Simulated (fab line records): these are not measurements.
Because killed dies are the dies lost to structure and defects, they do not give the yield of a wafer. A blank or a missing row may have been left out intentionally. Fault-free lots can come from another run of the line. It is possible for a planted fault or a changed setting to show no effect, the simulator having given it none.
Chamber matching -- flow n5Finfet -- N5_BEOL_M12_VIA_ETCH_16 on rieDiel-02: 4 sister chambers
The step etches SiOC in C4F8/O2/Ar, target depth 724.8 nm. 8 wafers are shown with their chamber, then 7 later ones without.

## WAFERS PAIRED WITH THEIR CHAMBERS
wafer,chamber,showerheadPlenumPTorr (Torr),throttleValvePct (%)
L823.1,0,3.59,23.96
L825.2,0,3.59,23.97
L825.5,2,3.34,23.97
L834.1,3,3.48,23.96
L834.5,2,3.33,24.01
L834.6,1,3.57,24.27
L836.1,3,3.48,23.98
L836.2,1,3.57,24.27

## WAFERS WHOSE CHAMBER IS MISSING
wafer,showerheadPlenumPTorr (Torr),throttleValvePct (%)
L836.5,3.57,24.27
L842.2,3.56,24.27
L842.5,3.56,24.28
L842.6,3.57,24.01
L844.2,3.56,24.02
L844.4,3.56,24.02
L844.6,3.31,24.05

## WHICH CHAMBER EACH WENT THROUGH
wafer,from the rows above,in truth
L836.5,1,1
L842.2,1,1
L842.5,1,1
L842.6,0,0
L844.2,0,0
L844.4,0,0
L844.6,2,2
7 of 7 placed correctly. Can't be placed from these rows: 0. Placed wrongly: 0.
How it was worked out, from the rows above alone: a wafer's distance from a chamber is the root of the sum, over the readings, of the square of ((its reading less the chamber's mean) divided by the reading's scatter). If the next closest chamber is less than 2 further off than the closest, the wafer can't be placed; otherwise it belongs to the closest. Each chamber's mean is taken over the wafers shown for it. The scatter is the square root of a quotient: the sum, over the shown wafers, of each reading's squared deviation from its chamber's mean, divided by wafers minus chambers.
